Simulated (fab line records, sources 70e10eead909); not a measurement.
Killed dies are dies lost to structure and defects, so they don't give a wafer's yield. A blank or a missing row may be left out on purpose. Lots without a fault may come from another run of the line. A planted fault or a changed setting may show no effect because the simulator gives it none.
Which tool did it? | flow nand_harc | 13 lots, 39 wafers sampled, at 5 steps of a route of 1302

WHAT THE GAUGES READ, wafer by wafer
NHARC_END_SORT_01. Usual: killed_at_array 54, standard deviation 21; killed_at_other 1.0, standard deviation 1.2; killed_at_periphery 3.6, standard deviation 2.6; killed_dies 58, standard deviation 20; killed_open 3.3, standard deviation 1.9; killed_short 2.6, standard deviation 1.5.
lot  | measured     | on        | killed_at_array | killed_at_other | killed_at_periphery | killed_dies | killed_open | killed_short | flag
L261 | day 24 22:46 | prober-01 | 45 56 41        | 3 3 4           | 3 3 4               | 51 62 49    | 2 3 3       | 3 4 2        |
L265 | day 26 03:02 | prober-02 | 51 41 47        | 0 2 3           | 2 5 6               | 53 48 56    | 1 3 5       | 3 5 6        |
L266 | day 26 03:20 | prober-01 | 87 87 93        | 0 0 0           | 2 1 4               | 89 88 97    | 2 1 5       | 3 3 3        |
L267 | day 26 09:16 | prober-02 | 23 32 24        | 0 1 3           | 9 10 6              | 32 43 33    | 4 4 5       | 4 1 2        |
L268 | day 27 10:44 | prober-01 | 57 52 83        | 1 0 0           | 2 1 1               | 60 53 84    | 0 1 2       | 4 0 2        |
L269 | day 27 12:19 | prober-02 | 35 51 49        | 1 0 0           | 7 3 6               | 43 54 55    | 5 3 2       | 2 2 5        |
L275 | day 31 10:37 | prober-01 | 173 147 166     | 0 1 1           | 3 0 6               | 176 148 173 | 5 4 4       | 1 1 4        | OFF
L276 | day 31 02:01 | prober-02 | 134 116 128     | 3 3 4           | 2 4 0               | 139 123 132 | 3 1 3       | 1 2 2        | OFF
L280 | day 32 21:08 | prober-01 | 67 70 74        | 0 1 0           | 6 4 6               | 73 75 80    | 7 1 6       | 4 3 2        |
L281 | day 32 21:00 | prober-02 | 38 56 61        | 1 0 1           | 3 2 1               | 42 58 63    | 4 2 1       | 3 3 5        |
L282 | day 33 02:50 | prober-01 | 57 59 54        | 0 1 4           | 2 0 2               | 59 60 60    | 5 3 2       | 1 1 1        |
L283 | day 33 21:02 | prober-01 | 38 26 49        | 1 1 1           | 4 5 5               | 43 32 55    | 4 1 7       | 7 3 3        |
L284 | day 33 21:04 | prober-02 | 75 81 50        | 3 2 0           | 3 2 5               | 81 85 55    | 0 3 2       | 3 5 1        |

WHICH TOOL RAN EACH LOT (tool, then ch and the chambers of the sampled wafers, then the start)
lot  | NHARC_A_CHANNEL_FILL_D1_CVD_09   | NHARC_THIN_TSV_PRE_CLEAN_50             | NHARC_THIN_TSV_ANNEAL_52         | NHARC_THIN_TSV_CMP_21
L261 | lpcvd_poly-01 ch 0, day 10 12:25 | pvd_sputter-02, day 24 06:49 or earlier | rtp_anneal-02 ch 0, day 24 06:49 | cmp-02 ch 0,1,3, day 24 07:03
L265 | lpcvd_poly-01 ch 0, day 12 11:36 | pvd_sputter-03, day 25 12:32 or earlier | rtp_anneal-02 ch 0, day 25 12:32 | cmp-04 ch 1,2,3, day 25 12:48
L266 | lpcvd_poly-01 ch 0, day 12 11:36 | pvd_sputter-03, day 25 17:05 or earlier | rtp_anneal-01 ch 0, day 25 17:05 | cmp-03 ch 1,2, day 25 17:23
L267 | lpcvd_poly-03 ch 0, day 12 21:40 | pvd_sputter-02, day 25 18:28 or earlier | rtp_anneal-02 ch 0, day 25 18:28 | cmp-03 ch 0,1,3, day 25 18:49
L268 | lpcvd_poly-03 ch 0, day 13 20:59 | pvd_sputter-02, day 26 23:40 or earlier | rtp_anneal-01 ch 0, day 26 23:40 | cmp-04 ch 1,2,3, day 27 00:05
L269 | lpcvd_poly-03 ch 0, day 13 20:59 | pvd_sputter-01, day 27 00:58 or earlier | rtp_anneal-02 ch 0, day 27 00:58 | cmp-03 ch 0,2,3, day 27 01:16
L275 | lpcvd_poly-02 ch 0, day 16 20:39 | pvd_sputter-03, day 30 19:43 or earlier | rtp_anneal-01 ch 0, day 30 19:43 | cmp-03 ch 0,1,2, day 30 20:01
L276 | lpcvd_poly-02 ch 0, day 16 20:39 | pvd_sputter-01, day 30 12:15 or earlier | rtp_anneal-02 ch 0, day 30 12:15 | cmp-04 ch 1,2,3, day 30 12:36
L280 | lpcvd_poly-03 ch 0, day 18 20:27 | pvd_sputter-02, day 32 07:53 or earlier | rtp_anneal-01 ch 0, day 32 07:53 | cmp-04 ch 0,1, day 32 08:14
L281 | lpcvd_poly-03 ch 0, day 18 20:27 | pvd_sputter-01, day 32 08:12 or earlier | rtp_anneal-01 ch 0, day 32 08:12 | cmp-02 ch 0,2,3, day 32 08:53
L282 | lpcvd_poly-01 ch 0, day 19 11:44 | pvd_sputter-01, day 32 15:37 or earlier | rtp_anneal-01 ch 0, day 32 15:37 | cmp-03 ch 0,3, day 32 15:57
L283 | lpcvd_poly-02 ch 0, day 19 22:58 | pvd_sputter-02, day 33 10:33 or earlier | rtp_anneal-01 ch 0, day 33 10:33 | cmp-04 ch 0,2,3, day 33 10:56
L284 | lpcvd_poly-03 ch 0, day 20 05:21 | pvd_sputter-02, day 33 09:18 or earlier | rtp_anneal-02 ch 0, day 33 09:18 | cmp-02 ch 0,3, day 33 09:36
- NHARC_A_CHANNEL_FILL_D1_CVD_09: deposits poly-Si, target thk 150 nm, time 3000 s.
- NHARC_THIN_TSV_PRE_CLEAN_50: time 30 s.
- NHARC_THIN_TSV_ANNEAL_52: time 90 s.
- NHARC_THIN_TSV_CMP_21: polishes, t overpolish 30 s, target thk 2000 nm.

WHAT THE TOOLS THEMSELVES READ (means of the sampled wafers that have a number; where no wafer has one, the mark that the record gives instead)
NHARC_A_CHANNEL_FILL_D1_CVD_09. Usual: spike_tc_top_C 638.7 C, standard deviation 0.97; zone_power_upper_pct 8.73 %, standard deviation 0.25.
lot  | tool          | spike_tc_top_C (C) | zone_power_upper_pct (%) | flag
L261 | lpcvd_poly-01 | 638.8              | 8.77                     |
L265 | lpcvd_poly-01 | 638.0              | 8.78                     |
L266 | lpcvd_poly-01 | 639.7              | 8.91                     |
L267 | lpcvd_poly-03 | 637.8              | 8.51                     |
L268 | lpcvd_poly-03 | 637.9              | 8.40                     |
L269 | lpcvd_poly-03 | 637.3              | 8.53                     |
L275 | lpcvd_poly-02 | 638.7              | 8.95                     |
L276 | lpcvd_poly-02 | 639.3              | 8.99                     |
L280 | lpcvd_poly-03 | 638.8              | 8.42                     |
L281 | lpcvd_poly-03 | 640.0              | 8.42                     |
L282 | lpcvd_poly-01 | 638.9              | 8.92                     |
L283 | lpcvd_poly-02 | 638.6              | 9.05                     |
L284 | lpcvd_poly-03 | 638.9              | 8.51                     |

NHARC_THIN_TSV_PRE_CLEAN_50. Usual: heater_power_w 404 W, standard deviation 46; susceptor_temp_C 280.01 C, standard deviation 0.18.
lot  | tool           | heater_power_w (W) | susceptor_temp_C (C) | flag
L261 | pvd_sputter-02 | 436                | 280.00               |
L265 | pvd_sputter-03 | 438                | 280.04               |
L266 | pvd_sputter-03 | 425                | 280.06               |
L267 | pvd_sputter-02 | 426                | 279.98               |
L268 | pvd_sputter-02 | 412                | 279.85               |
L269 | pvd_sputter-01 | 359                | 280.00               |
L275 | pvd_sputter-03 | 440                | 280.09               |
L276 | pvd_sputter-01 | 352                | 279.83               |
L280 | pvd_sputter-02 | 436                | 280.11               |
L281 | pvd_sputter-01 | 400                | 280.18               |
L282 | pvd_sputter-01 | 391                | 279.88               |
L283 | pvd_sputter-02 | 426                | 280.12               |
L284 | pvd_sputter-02 | 421                | 279.70               |

NHARC_THIN_TSV_ANNEAL_52. Usual: wafer_temp_C_max 225.92, standard deviation 0.22.
lot  | tool          | wafer_temp_C_max | flag
L261 | rtp_anneal-02 | 225.88           |
L265 | rtp_anneal-02 | 225.79           |
L266 | rtp_anneal-01 | 226.06           |
L267 | rtp_anneal-02 | 225.75           |
L268 | rtp_anneal-01 | 225.75           |
L269 | rtp_anneal-02 | 225.68           |
L275 | rtp_anneal-01 | 225.91           |
L276 | rtp_anneal-02 | 225.82           |
L280 | rtp_anneal-01 | 226.02           |
L281 | rtp_anneal-01 | 226.31           |
L282 | rtp_anneal-01 | 226.13           |
L283 | rtp_anneal-01 | 226.07           |
L284 | rtp_anneal-02 | 225.77           |

NHARC_THIN_TSV_CMP_21. Usual: motor_current_A 12.5 A, standard deviation 1.3; overpolish_run_s 30.000 s, standard deviation 0.0093.
lot  | tool   | motor_current_A (A) | overpolish_run_s (s) | flag
L261 | cmp-02 | 11.8                | 30.007               |
L265 | cmp-04 | 12.3                | 29.994               |
L266 | cmp-03 | 12.4                | 30.011               |
L267 | cmp-03 | 11.9                | 30.000               |
L268 | cmp-04 | 12.1                | 30.007               |
L269 | cmp-03 | 12.6                | 30.001               |
L275 | cmp-03 | 12.4                | 29.996               |
L276 | cmp-04 | 12.3                | 30.004               |
L280 | cmp-04 | 12.9                | 29.999               |
L281 | cmp-02 | 11.9                | 29.991               |
L282 | cmp-03 | 12.2                | 29.997               |
L283 | cmp-04 | 13.0                | 30.001               |
L284 | cmp-02 | 11.1                | 29.994               |

THE ANSWER, worked out from the rows above alone
Rule: a lot is off if the mean of its wafers that have a number lies more than 3 standard deviations from the usual mean. A lot without any number at a reading at which 4 lots or more have one is off too. The other lots that the step has rows for count as sound. The gauges are gone through in route order, then the tools' own readings, and for those a lot's mean is taken as printed above. The first step at which some lot is off is used, and at that step the reading that is off furthest; a lot without a number counts as furthest.
Off: L275, L276, at NHARC_END_SORT_01 (killed_dies).
A tool fits if, at a process step before that reading, it ran every lot that is off, and no sound lot after the first of them. The gauges at NHARC_END_SORT_01 are tried like those tools. NHARC_THIN_TSV_PRE_CLEAN_50 gives no start for some lots, so the hours and the order of its lots are those of NHARC_THIN_TSV_ANNEAL_52. None of those tried fits.

WHAT THE SIMULATOR HAD PUT IN
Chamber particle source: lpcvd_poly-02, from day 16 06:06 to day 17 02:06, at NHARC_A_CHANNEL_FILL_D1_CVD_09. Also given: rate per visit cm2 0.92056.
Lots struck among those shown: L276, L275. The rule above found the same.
